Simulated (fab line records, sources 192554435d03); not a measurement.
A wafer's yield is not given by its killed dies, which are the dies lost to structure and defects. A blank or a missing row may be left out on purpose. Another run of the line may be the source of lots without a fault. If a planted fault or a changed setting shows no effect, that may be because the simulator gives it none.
Split-lot experiment + flow n5-finfet + 7 lots, 21 wafers read, on a route of 1938 steps

THE SPLIT ITSELF
At N5_ZERO_LAYER_PECVD_02 (deposits SiO2 from SiH4/N2O, target thk 10 nm, time 6 s), the setting time-s was moved away from the recipe's 6 s on 3 of the 21 wafers read, by -15.0% to +9.7%. The other wafers ran this setting at the recipe's value.

The reading comes from the split's own step.

THE READING
SiO2_of_ZERO_LAYER_PECVD_02.thk-nm (the simulator's own value, which no gauge read), in nm, at N5_ZERO_LAYER_PECVD_02 (deposits SiO2 from SiH4/N2O, target thk 10 nm, time 6 s). The file gives no usual value for it. Here, 18 wafers ran the recipe; their average is 10.006 nm with a standard deviation of 0.22 nm.

| wafer  | tool, chamber at the split | time-s as run, s | against the recipe | SiO2_of_ZERO_LAYER_PECVD_02.thk-nm, nm | against lot-mates on the recipe |
|--------|----------------------------|------------------|--------------------|----------------------------------------|---------------------------------|
| L074.2 | pecvd-03, 2                | 6                | recipe             | 9.938                                  | -                               |
| L074.4 | pecvd-03, 2                | 6                | recipe             | 10.13                                  | -                               |
| L074.6 | pecvd-03, 0                | 6                | recipe             | 10.38                                  | -                               |
| L077.1 | pecvd-04, 1                | 5.409            | -9.9%              | 8.56                                   | -1.128                          |
| L077.2 | pecvd-04, 2                | 6                | recipe             | 9.516                                  | -                               |
| L077.4 | pecvd-04, 2                | 6                | recipe             | 9.86                                   | -                               |
| L078.2 | pecvd-03, 2                | 6                | recipe             | 9.874                                  | -                               |
| L078.3 | pecvd-03, 0                | 6                | recipe             | 9.947                                  | -                               |
| L078.6 | pecvd-03, 0                | 5.101            | -15.0%             | 8.48                                   | -1.430                          |
| L087.1 | pecvd-02, 2                | 6                | recipe             | 9.824                                  | -                               |
| L087.2 | pecvd-02, 0                | 6                | recipe             | 9.855                                  | -                               |
| L087.6 | pecvd-02, 1                | 6                | recipe             | 10.02                                  | -                               |
| L089.4 | pecvd-02, 2                | 6                | recipe             | 10.35                                  | -                               |
| L089.5 | pecvd-02, 1                | 6                | recipe             | 10.26                                  | -                               |
| L089.6 | pecvd-02, 0                | 6                | recipe             | 10.23                                  | -                               |
| L090.1 | pecvd-02, 2                | 6                | recipe             | 10.07                                  | -                               |
| L090.4 | pecvd-02, 2                | 6.585            | +9.7%              | 11.11                                  | +1.124                          |
| L090.6 | pecvd-02, 1                | 6                | recipe             | 9.901                                  | -                               |
| L091.2 | pecvd-04, 0                | 6                | recipe             | 9.821                                  | -                               |
| L091.5 | pecvd-04, 1                | 6                | recipe             | 10.26                                  | -                               |
| L091.6 | pecvd-04, 2                | 6                | recipe             | 9.866                                  | -                               |

FIT RESULTS
A straight line over all 21 wafers: SiO2_of_ZERO_LAYER_PECVD_02.thk-nm changes by +0.115 nm for each +1% of time-s; r = +0.92; the points scatter about the line by 0.23 nm.
The same after taking each lot's own level away (the mean of its wafers on the recipe; 21 wafers): +0.105 nm for each +1%; r = +0.96; scatter 0.14 nm.
That fit puts the effect of the largest move of time-s on the reading at 1.6 nm.
Across the lots, their own levels run from 9.6880 to 10.2800 nm, a range of 2.7 times the standard deviation given above.
Consequently the slope shifts little with the lot-to-lot level, the two slopes agreeing.
Check: -1.72 nm against its lot-mates is what the line predicts for one of the wafers moved furthest among these (-15.0%) when that wafer is left out of the fit. Against them it came out at -1.43 nm.

FILE'S OWN FIT
SiO2_of_ZERO_LAYER_PECVD_02.thk-nm changes by +0.104 nm for each +1% of time-s, r = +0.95.
